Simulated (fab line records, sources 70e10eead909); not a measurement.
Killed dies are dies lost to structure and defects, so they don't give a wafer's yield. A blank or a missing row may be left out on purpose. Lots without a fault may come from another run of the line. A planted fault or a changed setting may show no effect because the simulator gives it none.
One fault seen from 2 desks | flow nand_harc | each desk has only its own numbers; what lay behind them comes last

THE METROLOGY DESK
What the gauges read, lot by lot, whatever tool the lot ran on: means of the sampled wafers that have a number. A lot is out of limits, marked OUT, if its mean lies more than 4 standard deviations from the usual mean; the brackets give that distance.
Columns: A = cd_nm at NHARC_P_CONTACT_CD_MEAS_12, usual 89.7 nm; B = cd_nm at NHARC_P_CONTACT_CD_MEAS_19, usual 89.5 nm; C = cd_nm at NHARC_P_M0_CD_MEAS_09, usual 89.7 nm
lot  | first seen here | A    | B    | C
L180 | day 6 00:02     | 90.6 | 90.9 | 90.7
L181 | day 6 03:06     | 89.6 | 89.4 | 89.3
L184 | day 7 12:35     | 89.7 | 89.5 | 89.7
L192 | day 10 23:49    | 89.7 | 89.5 | 86.0 (-6.5) OUT
L193 | day 11 06:31    | 89.7 | 89.8 | 81.3 (-15) OUT
L195 | day 12 00:13    | 90.2 | 90.6 | 89.4
L196 | day 12 19:13    | 90.7 | 89.8 | 90.4
L198 | day 13 07:12    | 89.4 | 88.2 | 89.4
L199 | day 13 20:39    | 90.0 | 91.1 | 90.1
L200 | day 14 12:41    | 90.4 | 91.3 | 89.9
L201 | day 15 01:47    | 89.5 | 90.0 | 89.1
L202 | day 15 04:39    | 90.5 | 90.5 | 89.6
L203 | day 15 11:53    | 89.0 | 87.7 | 89.4
This desk's finding: out of limits on L192, L193; first on L192, day 11 03:52 (cd_nm at NHARC_P_M0_CD_MEAS_09). In limits: L180, L181, L184, L195, L196, L198, L199, L200, L201, L202, L203.

THE TOOL OWNER'S DESK: litho_track-04
The tool's own readings at NHARC_P_M0_PEB_07 (peb time 65 s): means of the sampled wafers that have a number, for each lot that ran on this tool. A lot is out of limits, marked OUT, if its mean lies more than 4 standard deviations from the usual mean; the brackets give that distance.
Columns: A = heater_power_total_W at NHARC_P_M0_PEB_07, usual 156.6 W
lot  | first seen here | A
L180 | day 6 04:10     | 156.8
L192 | day 11 03:47    | 165.8 (+23) OUT
L193 | day 11 10:44    | 175.7 (+48) OUT
L202 | day 15 08:45    | 156.6
L203 | day 15 15:52    | 156.7
This desk's finding: out of limits on L192, L193; first on L192, day 11 03:47 (heater_power_total_W at NHARC_P_M0_PEB_07). In limits: L180, L202, L203.

PUT TOGETHER
The tool owner's desk could have raised an alarm at day 11 03:47, on L192, L193.
The metrology desk could have raised an alarm at day 11 03:52, on L192, L193.
Of the lots named, all ran NHARC_P_M0_PEB_07 on litho_track-04.

WHAT THE SIMULATOR HAD PUT IN
Process parameter drift: litho_track-04, from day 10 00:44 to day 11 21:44, at NHARC_P_M0_PEB_07. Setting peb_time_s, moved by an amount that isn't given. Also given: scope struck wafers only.
Lots struck among those shown: L192, L193.
Hours from the fault's start to each desk's first reading out of limits: the tool owner's desk, 27; the metrology desk, 27.
